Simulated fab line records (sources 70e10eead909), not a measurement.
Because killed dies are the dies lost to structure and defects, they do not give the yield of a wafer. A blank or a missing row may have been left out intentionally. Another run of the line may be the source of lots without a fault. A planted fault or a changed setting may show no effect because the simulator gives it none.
fab line records -- flow nand-harc
[record] lots = 6, wafers = 18, last-day = 32
route steps=1302 shown P_GATE@127
lots that met no fault: from a run of the same line without faults
start-h: the number of hours between the record's first day and the start of the first shown wafer of the lot -- wait-h: hours from the lot's prior step to this one -- " as in the row above -- L1.1+2: a single row standing in for several wafers -- - no value, or no start was given -- * or withheld: withheld -- < > ~ a bound
route shown NAME@n: names a module that has steps shown in the file, with the first one's number in the route -- usual: average and standard deviation across the fault-free wafers -- same: alike in all rows -- chamber/n: place in a boat -- sites: per-site readings -- _std_site: standard deviation of those values -- _edge_site: outer sites' mean less inner sites' -- radius-mm: how far each site lies from the wafer's centre -- mask NAME#n: copy n -- behind: the tool/chamber that last shaped the wafer -- hold: what put the lot on hold/how long, in hours/how the hold closed -- device: the transistor (n, p or np) that didn't switch -- end of line: tests run on the same wafers once the route is complete -- a step with no rows: only its recipe -- killed: dies that structure and defects cost at the first sort, which is not the same as the wafer's yield -- map: dies across one wafer; x = killed, . = not, _ = none there
set.NAME: the setting as run; set.NAME@STEP: as run at that earlier step -- model.NAME: the simulator's own value behind a step, which no gauge read
a table for each step, a row for each wafer; lots at some steps of the route
services: the hour from which a tool's chamber was out of use, counted from the record's first day as start-h (under 0 if before that day), plus the number of hours and why
[[steps]]
[step NHARC_P_GATE_PRECLEAN_71]
[recipe] time-s = *, temp-c = 50, bath-age-min = 0, chemistry = SC1
[step NHARC_P_GATE_SRD_72]
[step NHARC_P_GATE_OXIDE_16]
[recipe] target-thk-a = 30, temp-c = 875, ox-time-s = 392, material = SiO2
[step NHARC_P_GATE_CVD_17]
[recipe] target-thk-a = 1500, temp-c = 620, time-s = 900, material = poly-Si
[step NHARC_P_GATE_HM_DEP_102]
[recipe] target-thk-a = 1200, temp-c = 400, material = aC
[usual] susceptor-temp-C = 400.10/0.24, throttle-valve-pct = 34.999/0.0089
lot.wafer,tool,chamber,start-h,wait-h,susceptor-temp-C,throttle-valve-pct
L777.2,acl-dep-01,0,133.55,2.4,400.22,34.990
L777.5,acl-dep-01,0,133.55,2.4,400.23,35.004
L777.6,acl-dep-01,0,133.55,2.4,400.32,35.005
L779.1,acl-dep-01,0,159.60,3.5,-,35.004
L779.4,acl-dep-01,0,159.60,3.5,-,35.005
L779.6,acl-dep-01,0,159.60,3.5,-,35.005
L782.1,acl-dep-03,0,192.28,3.0,399.73,35.005
L782.4,acl-dep-03,0,192.28,3.0,399.96,34.988
L782.5,acl-dep-03,0,192.28,3.0,400.22,34.997
L783.1,acl-dep-03,0,206.63,2.5,400.07,34.991
L783.2,acl-dep-03,0,206.63,2.5,399.92,34.994
L783.4,acl-dep-03,0,206.63,2.5,400.14,34.999
L788.2,acl-dep-01,0,253.11,4.3,400.18,34.999
L788.3,acl-dep-01,0,253.11,4.3,400.33,34.997
L788.6,acl-dep-01,0,253.11,4.3,400.45,34.982
L793.3,acl-dep-01,0,293.09,1.5,399.95,35.003
L793.4,acl-dep-01,0,293.09,1.5,399.92,34.998
L793.6,acl-dep-01,0,293.09,1.5,399.92,35.007
[step NHARC_P_GATE_DEP_103]
[recipe] target-thk-a = 300, target-thk-nm = 30, temp-c = 400, flow-sccm = 200, rf-w = 350, material = SiON
[usual] heater-power-outer-w = 452/60, heater-power-w = 749/89, susceptor-temp-C = 400.00/0.21
lot.wafer,tool,chamber,start-h,wait-h,heater-power-outer-w,heater-power-w,since-wet-clean-h,susceptor-temp-C
L777.2,pecvd-02,0,134.11,0.5,504,882,75,400.07
L777.5,pecvd-02,0,134.11,0.5,512,885,-,399.75
L777.6,pecvd-02,2,134.11,0.5,552,840,-,400.07
L779.1,pecvd-04,1,160.31,0.6,476,795,59,399.96
L779.4,pecvd-04,0,160.31,0.6,375,642,-,399.97
L779.6,pecvd-04,1,160.31,0.6,480,810,-,399.71
L782.1,pecvd-04,0,192.94,0.6,374,634,92,400.21
L782.4,pecvd-04,0,192.94,0.6,376,621,-,400.12
L782.5,pecvd-04,1,192.94,0.6,492,836,-,399.83
L783.2,pecvd-04,0,207.30,0.5,426,709,106,400.07
L783.1,pecvd-04,2,207.30,0.5,433,739,106,399.84
L783.4,pecvd-04,0,207.30,0.5,423,698,-,400.17
L788.2,pecvd-04,1,253.67,0.5,487,828,153,399.92
L788.3,pecvd-04,2,253.67,0.5,450,742,153,400.60
L788.6,pecvd-04,1,253.67,0.5,488,825,-,400.07
L793.3,pecvd-01,2,293.57,0.4,396,665,150,400.22
L793.6,pecvd-01,1,293.57,0.4,467,723,-,400.10
L793.4,pecvd-01,0,293.57,0.4,552,839,-,399.91
[step NHARC_P_GATE_DEHYDRATE_18]
[recipe] temp-c = 150, time-s = 120
[step NHARC_P_GATE_HMDS_19]
[recipe] time-s = 30
[step NHARC_P_GATE_COAT_20]
[recipe] spin-rpm = 1500, resist-thk-nm = 90
[step NHARC_P_GATE_SOFTBAKE_21]
[recipe] temp-c = 105, time-s = 55
[step NHARC_P_GATE_EBR_22]
[step NHARC_P_GATE_EXPOSE_23]
[recipe] na = 1.35, target-cd-nm = 120, dose-mj = 93.91, mask-id = P_GATE
[step NHARC_P_GATE_PEB_24]
[recipe] peb-temp-c = 100, peb-time-s = 65
[usual] heater-power-total-W = 156.6/0.42
lot.wafer,tool,chamber,start-h,wait-h,heater-power-total-W
L777.2,litho-track-01,0,134.71,0.1,156.4
L777.5,litho-track-01,0,134.71,0.1,157.0
L777.6,litho-track-01,0,134.71,0.1,156.6
L779.1,litho-track-04,0,160.82,0.1,156.6
L779.4,litho-track-04,0,160.82,0.1,156.8
L779.6,litho-track-04,0,160.82,0.1,156.9
L782.1,litho-track-01,0,193.42,0.1,156.7
L782.4,litho-track-01,0,193.42,0.1,157.1
L782.5,litho-track-01,0,193.42,0.1,157.1
L783.1,litho-track-01,0,207.77,0.1,156.2
L783.2,litho-track-01,0,207.77,0.1,157.0
L783.4,litho-track-01,0,207.77,0.1,156.9
L788.2,litho-track-04,0,254.28,0.1,157.2
L788.3,litho-track-04,0,254.28,0.1,157.2
L788.6,litho-track-04,0,254.28,0.1,156.0
L793.3,litho-track-04,0,294.14,0.0,156.5
L793.4,litho-track-04,0,294.14,0.0,157.1
L793.6,litho-track-04,0,294.14,0.0,156.7
[step NHARC_P_GATE_DEVELOP_25]
[recipe] develop-time-s = 35, dev-temp-c = 23
[step NHARC_P_GATE_CD_MEAS_26]
[recipe] target-cd-nm = 120, landing-energy-ev = 500
[usual] cd-nm = 120.0/0.73
lot.wafer,tool,chamber,start-h,wait-h,cd-nm
L777.2,cd-sem-01,0,134.79,-,119.7
L777.5,cd-sem-01,0,134.79,-,120.2
L777.6,cd-sem-01,0,134.79,-,120.4
L779.1,cd-sem-03,0,160.90,-,120.2
L779.4,cd-sem-03,0,160.90,-,120.4
L779.6,cd-sem-03,0,160.90,-,120.3
L782.1,cd-sem-03,0,193.50,-,111.2
L782.4,cd-sem-03,0,193.50,-,111.6
L782.5,cd-sem-03,0,193.50,-,111.8
L783.1,cd-sem-03,0,207.85,-,112.2
L783.2,cd-sem-03,0,207.85,-,111.6
L783.4,cd-sem-03,0,207.85,-,112.9
L788.2,cd-sem-03,0,254.36,-,119.9
L788.3,cd-sem-03,0,254.36,-,120.3
L788.6,cd-sem-03,0,254.36,-,121.5
L793.3,cd-sem-02,0,294.24,-,119.8
L793.4,cd-sem-02,0,294.24,-,120.8
L793.6,cd-sem-02,0,294.24,-,119.7
[step NHARC_P_GATE_OVL_MEAS_27]
[usual] overlay-x-nm = -0.2/0.92, overlay-y-nm = -0.2/0.77
lot.wafer,tool,chamber,start-h,wait-h,overlay-x-nm,overlay-y-nm
L777.2,overlay-02,-,134.87,-,-0.9,-0.4
L777.5,overlay-02,-,134.87,-,-1.4,-0.7
L777.6,overlay-02,-,134.87,-,-1.1,-0.4
L779.1,overlay-02,-,160.99,-,-0.3,-0.7
L779.4,overlay-02,-,160.99,-,-0.2,-0.4
L779.6,overlay-02,-,160.99,-,-0.2,-0.8
L782.1,overlay-02,-,193.58,-,-0.4,1.9
L782.4,overlay-02,-,193.58,-,-0.4,1.8
L782.5,overlay-02,-,193.58,-,-0.3,1.8
L783.1,overlay-02,-,207.94,-,0.8,-0.6
L783.2,overlay-02,-,207.94,-,0.3,0.3
L783.4,overlay-02,-,207.94,-,1.1,-0.3
L788.2,overlay-02,-,254.45,-,-0.7,-0.4
L788.3,overlay-02,-,254.45,-,-0.9,0.2
L788.6,overlay-02,-,254.45,-,-0.6,0.1
L793.3,overlay-02,-,294.32,-,-0.9,1.0
L793.4,overlay-02,-,294.32,-,-1.5,0.2
L793.6,overlay-02,-,294.32,-,-1.3,0.5
[step NHARC_P_GATE_INSPECT_28]
[usual] raw-defect-count = 6.1/3
lot.wafer,tool,chamber,start-h,wait-h,raw-defect-count
L777.2,defect-inspect-01,-,134.91,0.0,8
L777.5,defect-inspect-01,-,134.91,0.0,3
L777.6,defect-inspect-01,-,134.91,0.0,3
L779.1,defect-inspect-02,-,161.03,0.0,2
L779.4,defect-inspect-02,-,161.03,0.0,9
L779.6,defect-inspect-02,-,161.03,0.0,9
L782.1,defect-inspect-02,-,193.62,0.0,11
L782.4,defect-inspect-02,-,193.62,0.0,4
L782.5,defect-inspect-02,-,193.62,0.0,5
L783.1,defect-inspect-01,-,207.98,0.0,8
L783.2,defect-inspect-01,-,207.98,0.0,4
L783.4,defect-inspect-01,-,207.98,0.0,7
L788.2,defect-inspect-01,-,254.48,0.0,5
L788.3,defect-inspect-01,-,254.48,0.0,12
L788.6,defect-inspect-01,-,254.48,0.0,9
L793.3,defect-inspect-01,-,294.36,0.0,5
L793.4,defect-inspect-01,-,294.36,0.0,4
L793.6,defect-inspect-01,-,294.36,0.0,4
[step NHARC_P_GATE_DESCUM_31]
[recipe] time-s = 3, o2-flow-sccm = 200, ar-flow-sccm = 0, bias-power-w = 0, chemistry = O2
[usual] drypump-motor-current-A = 5.6/0.58, oes-product-au = 1.003/0.012, rf-vpp-V = 57.7/0.83, showerhead-plenum-p-Torr = 1.93/0.073, throttle-valve-pct = 11.311/0.0083
lot.wafer,tool,chamber,start-h,wait-h,drypump-motor-current-A,oes-product-au,rf-hours-counter-h,rf-vpp-V,showerhead-plenum-p-Torr,throttle-valve-pct,model.P_GATE.cd-nm
L777.2,rie-diel-12,3,135.00,0.1,4.7,1.016,1.4,58.5,1.85,11.312,119.2
L777.5,rie-diel-12,0,135.00,0.1,5.0,1.012,-,57.9,2.06,11.314,120
L777.6,rie-diel-12,1,135.00,0.1,5.6,1.007,-,58.8,1.98,11.313,120.8
L779.1,rie-diel-05,3,161.11,0.1,5.8,1.009,7.6,58.6,1.93,11.311,120.1
L779.6,rie-diel-05,0,161.11,0.1,5.4,0.984,-,58.3,1.93,11.331,120.4
L779.4,rie-diel-05,3,161.11,0.1,5.8,1.012,-,57.9,1.93,11.312,120.2
L782.4,rie-diel-12,0,193.69,0.1,5.0,1.008,6.0,58.7,2.06,11.316,112
L782.1,rie-diel-12,2,193.69,0.1,5.8,1.003,5.4,58.0,2.05,11.314,110.9
L782.5,rie-diel-12,0,193.69,0.1,5.0,1.016,-,57.3,2.06,11.313,111.9
L783.1,rie-diel-07,3,208.04,0.1,6.5,0.995,3.8,58.1,1.88,11.296,111.6
L783.4,rie-diel-07,0,208.04,0.1,6.7,0.992,3.5,58.3,1.90,11.307,112.6
L783.2,rie-diel-07,1,208.04,0.1,5.1,1.001,4.0,57.5,1.89,11.303,111.6
L788.2,rie-diel-07,0,254.55,0.1,6.6,0.986,6.2,57.8,1.90,11.307,119.5
L788.3,rie-diel-07,2,254.55,0.1,6.0,1.005,7.5,57.7,2.05,11.319,119.7
L788.6,rie-diel-07,3,254.55,0.1,6.5,0.999,-,57.9,1.88,11.322,121.1
L793.3,rie-diel-05,2,294.43,0.1,5.2,0.994,3.7,57.5,1.93,11.311,119.4
L793.4,rie-diel-05,0,294.43,0.1,5.3,0.999,2.5,58.5,1.93,11.296,121.3
L793.6,rie-diel-05,1,294.43,0.1,5.6,1.001,-,58.4,1.82,11.307,120.4
[step NHARC_P_GATE_ETCH_104]
[recipe] target-depth-a = 600, time-s = withheld, cf4-flow-sccm = 100, chf3-flow-sccm = 30, ar-flow-sccm = 0, rf-w = 500, bias-w = 200, chemistry = CF4/CHF3
[usual] drypump-motor-current-A = 5.6/0.57, oes-product-au = 0.951/0.023, rf-vpp-V = 371.2/2, showerhead-plenum-p-Torr = 1.59/0.058, throttle-valve-pct = 16.801/0.0086
lot.wafer,tool,chamber,start-h,wait-h,drypump-motor-current-A,oes-product-au,rf-vpp-V,showerhead-plenum-p-Torr,throttle-valve-pct
L777.2,rie-diel-12,1,135.07,0.1,5.6,0.934,372.4,1.63,16.810
L777.6,rie-diel-12,2,135.07,0.1,5.7,0.912,374.4,1.68,16.787
L777.5,rie-diel-12,3,135.07,0.1,4.6,0.935,368.0,1.52,16.803
L779.1,rie-diel-05,0,161.19,0.1,5.3,0.913,370.1,1.59,16.810
L779.4,rie-diel-05,1,161.19,0.1,5.6,0.911,368.6,1.50,16.798
L779.6,rie-diel-05,3,161.19,0.1,5.8,0.939,370.6,1.59,16.804
L782.1,rie-diel-12,2,193.77,0.1,5.8,0.975,372.7,1.68,16.800
L782.4,rie-diel-12,1,193.77,0.1,5.6,0.986,372.6,1.63,16.805
L782.5,rie-diel-12,2,193.77,0.1,5.7,0.964,372.9,1.68,16.800
L783.4,rie-diel-07,3,208.12,0.1,6.5,0.954,371.1,1.55,16.788
L783.1,rie-diel-07,0,208.12,0.1,6.7,0.948,370.0,1.56,16.812
L783.2,rie-diel-07,2,208.12,0.1,6.0,0.982,374.5,1.68,16.816
L788.3,rie-diel-07,0,254.63,0.1,6.7,0.920,368.4,1.56,16.789
L788.2,rie-diel-07,2,254.63,0.1,5.9,0.943,375.3,1.68,16.813
L788.6,rie-diel-07,0,254.63,0.1,6.7,0.919,370.8,1.56,16.798
L793.3,rie-diel-05,3,294.50,0.1,5.8,0.993,371.2,1.59,16.804
L793.4,rie-diel-05,1,294.50,0.1,5.6,0.956,367.5,1.50,16.807
L793.6,rie-diel-05,3,294.50,0.1,5.8,0.978,370.4,1.59,16.801
[step NHARC_P_GATE_HM_OPEN_105]
[recipe] target-depth-a = 3600, o2-flow-sccm = 400, cos-flow-sccm = 20, ar-flow-sccm = 0, rf-w = 500, bias-w = 300, chemistry = O2/COS
[usual] drypump-motor-current-A = 5.6/0.56, oes-product-au = 1.001/0.012, rf-vpp-V = 467.8/2.5, showerhead-plenum-p-Torr = 3.15/0.11, throttle-valve-pct = 28.331/0.0087
lot.wafer,tool,chamber,start-h,wait-h,drypump-motor-current-A,oes-product-au,rf-hours-counter-h,rf-vpp-V,showerhead-plenum-p-Torr,throttle-valve-pct
L777.2,rie-diel-12,2,-,-,5.8,0.992,2.5,472.7,3.33,28.327
L777.6,rie-diel-12,3,-,-,4.6,1.015,-,465.9,3.02,28.345
L777.5,rie-diel-12,0,-,-,5.0,1.012,-,472.0,3.34,28.326
L779.1,rie-diel-05,0,-,-,5.3,0.987,7.4,468.7,3.15,28.344
L779.4,rie-diel-05,0,-,-,5.3,0.990,-,469.0,3.15,28.341
L779.6,rie-diel-05,1,-,-,5.6,0.989,-,463.7,2.97,28.337
L782.1,rie-diel-12,2,-,-,5.7,0.991,5.5,471.5,3.33,28.336
L782.4,rie-diel-12,3,-,-,4.6,1.021,4.8,466.3,3.02,28.340
L782.5,rie-diel-12,1,-,-,5.7,1.001,-,469.9,3.23,28.329
L783.4,rie-diel-07,1,-,-,5.1,1.001,4.1,467.0,3.08,28.318
L783.2,rie-diel-07,2,-,-,6.0,1.005,4.3,471.7,3.33,28.343
L783.1,rie-diel-07,3,-,-,6.5,0.987,3.9,465.5,3.07,28.321
L788.3,rie-diel-07,1,-,-,5.1,1.001,6.9,465.8,3.08,28.321
L788.2,rie-diel-07,3,-,-,6.5,1.007,6.9,465.8,3.07,28.327
L788.6,rie-diel-07,0,-,-,6.7,0.996,-,466.4,3.10,28.336
L793.4,rie-diel-05,2,-,-,5.2,0.989,3.7,467.1,3.16,28.330
L793.3,rie-diel-05,3,-,-,5.8,1.020,3.6,468.4,3.15,28.332
L793.6,rie-diel-05,2,-,-,5.2,0.989,-,468.4,3.16,28.330
[step NHARC_P_GATE_STRIP_106]
[recipe] o2-flow-sccm = 400, cos-flow-sccm = 20, ar-flow-sccm = 0, bias-w = 0, chemistry = O2/COS
[step NHARC_P_GATE_ETCH_114]
[recipe] target-depth-a = 300, overetch-a = 30, time-s = 16.5, ion-energy-ev = 100, cf4-flow-sccm = 80, o2-flow-sccm = 20, ar-flow-sccm = 0, rf-w = 300, bias-w = 100, chemistry = CF4/O2
[step NHARC_P_GATE_ETCH_32]
[recipe] target-depth-a = 1500, over-etch-frac = 1, over-etch-ion-energy-ev = 40, time-s = 100.1, hbr-flow-sccm = 150, cl2-flow-sccm = 50, rf-w = 400, icp-w = 400, bias-w = 100, chemistry = HBr/Cl2
[usual] drypump-motor-current-A = 5.7/0.39, oes-product-au = 0.996/0.0085, throttle-valve-pct = 26.405/0.0081
lot.wafer,tool,chamber,start-h,wait-h,drypump-motor-current-A,oes-product-au,rf-hours-counter-h,throttle-valve-pct,model.P_GATE.cd-nm
L777.2,rie-si-02,2,135.47,-,5.8,1.006,0.18,26.404,120.4
L777.5,rie-si-02,3,135.47,-,5.6,1.000,-,26.408,114.9
L777.6,rie-si-02,2,135.47,-,5.7,1.016,-,26.411,122.4
L779.1,rie-si-03,2,161.61,-,5.2,0.994,0.62,26.409,117.1
L779.4,rie-si-03,0,161.61,-,5.7,0.992,0.68,26.411,119.8
L779.6,rie-si-03,3,161.61,-,5.1,1.001,-,26.396,121.7
L782.1,rie-si-06,1,194.14,-,6.2,0.992,0.73,26.418,111.3
L782.4,rie-si-06,2,194.14,-,6.3,1.000,0.69,26.415,114.8
L782.5,rie-si-06,1,194.14,-,6.2,0.991,-,26.411,111.5
L783.1,rie-si-02,0,208.50,-,5.5,0.990,0.17,26.385,111.1
L783.4,rie-si-02,1,208.50,-,5.1,0.999,0.62,26.409,111.5
L783.2,rie-si-02,3,208.50,-,5.6,0.999,0.69,26.411,110.8
L788.3,rie-si-03,1,255.00,-,5.8,1.004,0.07,26.399,119.4
L788.2,rie-si-03,3,255.00,-,5.1,0.999,0.08,26.398,121.6
L788.6,rie-si-03,2,255.00,-,5.2,0.998,-,26.406,118.4
L793.4,rie-si-03,3,294.88,-,5.1,1.012,0.38,26.415,121.1
L793.3,rie-si-03,2,294.88,-,5.3,0.988,0.50,26.408,119.1
L793.6,rie-si-03,0,294.88,-,5.7,1.008,-,26.404,118.3
[step NHARC_P_GATE_STRIP_108]
[recipe] o2-flow-sccm = 500, ar-flow-sccm = 0, bias-w = 0, chemistry = O2
[usual] drypump-motor-current-A = 5.7/0.66, oes-product-au = 1.003/0.01, rf-vpp-V = 57.9/0.84, showerhead-plenum-p-Torr = 3.57/0.13, throttle-valve-pct = 17.037/0.0095
lot.wafer,tool,chamber,start-h,wait-h,drypump-motor-current-A,oes-product-au,rf-hours-counter-h,rf-vpp-V,showerhead-plenum-p-Torr,throttle-valve-pct
L777.2,rie-diel-07,0,135.65,-,6.7,0.996,0,58.1,3.51,17.038
L777.6,rie-diel-07,2,135.65,-,6.0,1.000,-,58.1,3.77,17.018
L777.5,rie-diel-07,3,135.65,-,6.5,1.007,-,57.1,3.48,17.018
L779.1,rie-diel-12,0,161.80,-,5.0,1.009,4,58.3,3.77,17.042
L779.4,rie-diel-12,1,161.80,-,5.6,1.017,4,57.1,3.65,17.046
L779.6,rie-diel-12,2,161.80,-,5.8,1.005,-,58.9,3.76,17.034
L782.1,rie-diel-12,1,194.30,-,5.7,1.018,6,58.8,3.65,17.041
L782.4,rie-diel-12,0,194.30,-,5.0,1.010,6,57.3,3.77,17.040
L782.5,rie-diel-12,2,194.30,-,5.8,1.007,-,58.5,3.76,17.039
L783.2,rie-diel-07,0,208.66,-,6.7,0.995,4,56.8,3.51,17.040
L783.1,rie-diel-07,1,208.66,-,5.1,1.002,4,58.1,3.48,17.028
L783.4,rie-diel-07,2,208.66,-,6.0,1.022,4,58.9,3.76,17.037
L788.2,rie-diel-12,0,255.16,-,5.0,1.009,9,57.6,3.77,17.037
L788.3,rie-diel-12,3,255.16,-,4.6,1.014,7,58.7,3.41,17.051
L788.6,rie-diel-12,0,255.16,-,5.0,0.999,-,57.4,3.77,17.038
L793.4,rie-diel-12,0,295.04,-,5.0,1.003,1,57.5,3.77,17.045
L793.3,rie-diel-12,2,295.04,-,5.8,0.998,1,58.2,3.76,17.020
L793.6,rie-diel-12,1,295.04,-,5.6,1.000,-,58.9,3.64,17.031
[[services]]
tool,chamber,start-h,hours,kind
rie-diel-07,-,117.22,9.0,pm
acl-dep-03,-,117.59,13.0,pm
rie-diel-12,3,119.41,12.6,repair
rie-si-02,-,122.87,0.4,repair
rie-diel-05,3,123.40,7.5,repair
rie-si-02,0,123.44,68.5,repair
rie-si-03,-,126.74,0.3,repair
rie-diel-12,0,144.59,5.2,repair
rie-si-03,0,144.82,3.5,repair
rie-si-03,-,150.82,0.6,repair
litho-track-01,-,155.00,7.0,pm
rie-diel-05,2,155.53,7.6,repair
pecvd-04,2,157.27,12.5,repair
rie-diel-12,2,171.94,7.2,repair
acl-dep-01,-,190.90,13.0,pm
rie-si-02,1,201.38,5.4,repair
litho-track-04,-,203.00,7.0,pm
rie-si-03,-,221.00,9.0,pm
rie-diel-05,-,229.60,9.0,pm
rie-si-03,1,267.48,8.2,repair
rie-diel-12,-,268.50,9.0,pm
pecvd-04,-,269.12,13.0,pm
rie-diel-05,-,289.06,3.4,repair
rie-diel-07,-,294.22,9.0,pm
[[key]]
[first-sign] step = NHARC_P_GATE_CD_MEAS_26, reading = cd-nm, direction = down, sigmas = 11, usual = 120.0, struck = 111.9
effect none on later readings
[model-effect] step = NHARC_P_GATE_DESCUM_31, value = P_GATE.cd-nm, without = 119.3, struck = 111.8
[model-effect] step = NHARC_P_GATE_ETCH_32, value = P_GATE.cd-nm, without = 119.4, struck = 111.9
met-at NHARC_P_GATE_PEB_24
struck-wafers L782.1,L782.4,L782.5,L783.1,L783.2,L783.4
rows-end L783.1
tester-left-out L782,L783
onset-between 134.71 193.42
also-fits NHARC_P_GATE_HM_DEP_102:acl-dep-03
[fault] kind = process-parameter-drift, tool = litho-track-01, chamber = -, onset-h = 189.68, steps = NHARC_P_GATE_PEB_24, channel = peb-time-s, offset = *, shape = step, acts-in = *, stated = *
// tester-left-out: of these lots the tester's yield and bins aren't shown, on N5 and GAA mostly nor the transistor test; their killed dies are dies lost to structure and defects alone, not to doping, threshold or leakage, so they don't give the yield
// rows-end: these wafers met a further fault down the route, and their rows from its step on are left out
